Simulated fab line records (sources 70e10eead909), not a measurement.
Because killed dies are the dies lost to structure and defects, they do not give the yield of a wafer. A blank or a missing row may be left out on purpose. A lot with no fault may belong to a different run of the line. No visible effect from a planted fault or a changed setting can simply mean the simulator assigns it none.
Matching of chambers || flow nand harc || pecvd-01 running NHARC_P_M1_DEP_33: 3 sister chambers
The step deposits SiCN, target thk 30 nm. 3 wafers are shown with their chamber, then 9 later ones without.

WAFERS, EACH WITH ITS CHAMBER
{"wafer": "L086.2", "chamber": 2, "heater power w (W)": 597}
{"wafer": "L086.5", "chamber": 0, "heater power w (W)": 546}
{"wafer": "L086.6", "chamber": 1, "heater power w (W)": 579}

WAFERS WHOSE CHAMBER IS MISSING
{"wafer": "L087.1", "heater power w (W)": 614}
{"wafer": "L087.4", "heater power w (W)": 632}
{"wafer": "L087.6", "heater power w (W)": 658}
{"wafer": "L088.3", "heater power w (W)": 623}
{"wafer": "L088.4", "heater power w (W)": 654}
{"wafer": "L088.5", "heater power w (W)": 549}
{"wafer": "L097.3", "heater power w (W)": 619}
{"wafer": "L097.5", "heater power w (W)": 647}
{"wafer": "L097.6", "heater power w (W)": 682}

WHICH CHAMBER EACH WENT THROUGH
{"wafer": "L087.1", "from the rows above": "can't be placed: 2 or 1 or 0", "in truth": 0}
{"wafer": "L087.4", "from the rows above": "can't be placed: 2 or 1 or 0", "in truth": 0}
{"wafer": "L087.6", "from the rows above": "can't be placed: 2 or 1 or 0", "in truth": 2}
{"wafer": "L088.3", "from the rows above": "can't be placed: 2 or 1 or 0", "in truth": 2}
{"wafer": "L088.4", "from the rows above": "can't be placed: 2 or 1 or 0", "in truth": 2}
{"wafer": "L088.5", "from the rows above": "can't be placed: 0 or 1 or 2", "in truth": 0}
{"wafer": "L097.3", "from the rows above": "can't be placed: 2 or 1 or 0", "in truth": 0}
{"wafer": "L097.5", "from the rows above": "can't be placed: 2 or 1 or 0", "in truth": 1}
{"wafer": "L097.6", "from the rows above": "can't be placed: 2 or 1 or 0", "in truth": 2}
Correct placement for 0 of the 9. Not placeable from these rows: 9 (in 9, the candidates include the true chamber). Wrongly placed: 0.
How it was worked out, from the rows above alone: a wafer's distance from a chamber is the root of the sum, over the readings, of the square of ((its reading less the chamber's mean) divided by the reading's scatter). The wafer belongs to the nearest chamber; if the next one is less than 2 further off, it can't be placed. For every chamber, the mean is computed from those of its wafers that are shown. The scatter: with one shown wafer a chamber, the root of the mean of the squares of how far each hidden wafer lies from its nearest shown one.
